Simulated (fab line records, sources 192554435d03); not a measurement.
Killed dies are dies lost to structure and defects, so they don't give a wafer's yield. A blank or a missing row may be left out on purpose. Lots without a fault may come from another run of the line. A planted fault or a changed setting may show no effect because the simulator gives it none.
Split-lot experiment | flow n5_finfet | 7 lots, 21 wafers read, on a route of 1938 steps

THE SPLIT
At N5_MIM_BOT_LITHO_EXPOSE_05 (exposes mask MIM BOT), the setting dose_mj was moved away from the recipe's 24.25 on 5 of the 21 wafers read, by -6.9% to +5.2%. The other wafers ran this setting at the recipe's value.

FROM THE SPLIT TO THE READING: what the file shows between them, 3 steps
- N5_MIM_BOT_LITHO_PEB_06
- N5_MIM_BOT_LITHO_DEVELOP_07: develop time 60 s
- N5_MIM_BOT_LITHO_HARDBAKE_09: time 120 s

THE READING
cd_nm, in nm, at N5_MIM_BOT_LITHO_CD_MEAS_08 (target cd 3000 nm). Fault-free wafers of this fab line usually give 2999.9 nm, standard deviation 1.9 nm.

wafer  | tool, chamber at the split | dose_mj as run | against the recipe | cd_nm, nm | against lot-mates on the recipe
L076.2 | krf_scanner-02, 0          | 24.25          | recipe             | 2998.8    | -
L076.4 | krf_scanner-02, 0          | 25.37          | +4.6%              | 3005.8    | +7.0
L076.5 | krf_scanner-02, 0          | 25.37          | +4.6%              | 3004.5    | +5.7
L086.1 | krf_scanner-02, 0          | 24.25          | recipe             | 2997.8    | -
L086.5 | krf_scanner-02, 0          | 24.25          | recipe             | 2999.4    | -
L086.6 | krf_scanner-02, 0          | 23.64          | -2.5%              | 2994.9    | -3.7
L085.1 | krf_scanner-01, 0          | 24.25          | recipe             | 3000.4    | -
L085.2 | krf_scanner-01, 0          | 24.25          | recipe             | 2998.1    | -
L085.4 | krf_scanner-01, 0          | 24.25          | recipe             | 3000.3    | -
L087.1 | krf_scanner-01, 0          | 25.52          | +5.2%              | 3010.9    | +10.4
L087.4 | krf_scanner-01, 0          | 24.25          | recipe             | 3002.0    | -
L087.6 | krf_scanner-01, 0          | 24.25          | recipe             | 2999.0    | -
L091.2 | krf_scanner-01, 0          | 22.57          | -6.9%              | 2989.0    | -10.4
L091.3 | krf_scanner-01, 0          | 24.25          | recipe             | 2998.8    | -
L091.4 | krf_scanner-01, 0          | 24.25          | recipe             | 3000.0    | -
L095.1 | krf_scanner-01, 0          | 24.25          | recipe             | 3001.9    | -
L095.3 | krf_scanner-01, 0          | 24.25          | recipe             | 3000.9    | -
L095.4 | krf_scanner-01, 0          | 24.25          | recipe             | 2998.8    | -
L096.2 | krf_scanner-01, 0          | 24.25          | recipe             | 3003.7    | -
L096.3 | krf_scanner-01, 0          | 24.25          | recipe             | 2999.1    | -
L096.5 | krf_scanner-01, 0          | 24.25          | recipe             | 3003.2    | -

THE FIT
A straight line over all 21 wafers: cd_nm changes by +1.56 nm for each +1% of dose_mj; r = +0.91; the points scatter about the line by 1.9 nm.
The same after taking each lot's own level away (the mean of its wafers on the recipe; 21 wafers): +1.56 nm for each +1%; r = +0.95; scatter 1.4 nm.
On that fit, the largest move of dose_mj shifts the reading by 11 nm.
The lots' own levels span 2998.60 to 3002.00 nm, that is 1.8 times the standard deviation above.
So the lot-to-lot level changes the slope little: the two slopes agree.
Check: with one of the wafers moved furthest among these (-6.9%) left out of the fit, the line predicts -11.1 nm for it against its lot-mates. It came out at -10.4 nm against them.

OTHER SPLITS ON THESE WAFERS
These wafers also went through other splits before the reading. Each is held against what the fit with the lots' levels taken away leaves over:
other split on the same wafers        | wafers away from the commonest value | r with cd_nm (lot level and that fit taken away)
N5_BEOL_M13_DEVELOP_27 develop_time_s | 11                                   | -0.01
N5_BEOL_M14_PEB_26 peb_temp_c         | 8                                    | -0.16
N5_BEOL_M15_ETCH_61 bias_w            | 8                                    | +0.16

THE FILE'S OWN FIT
cd_nm changes by +1.6 nm for each +1% of dose_mj, r = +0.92.
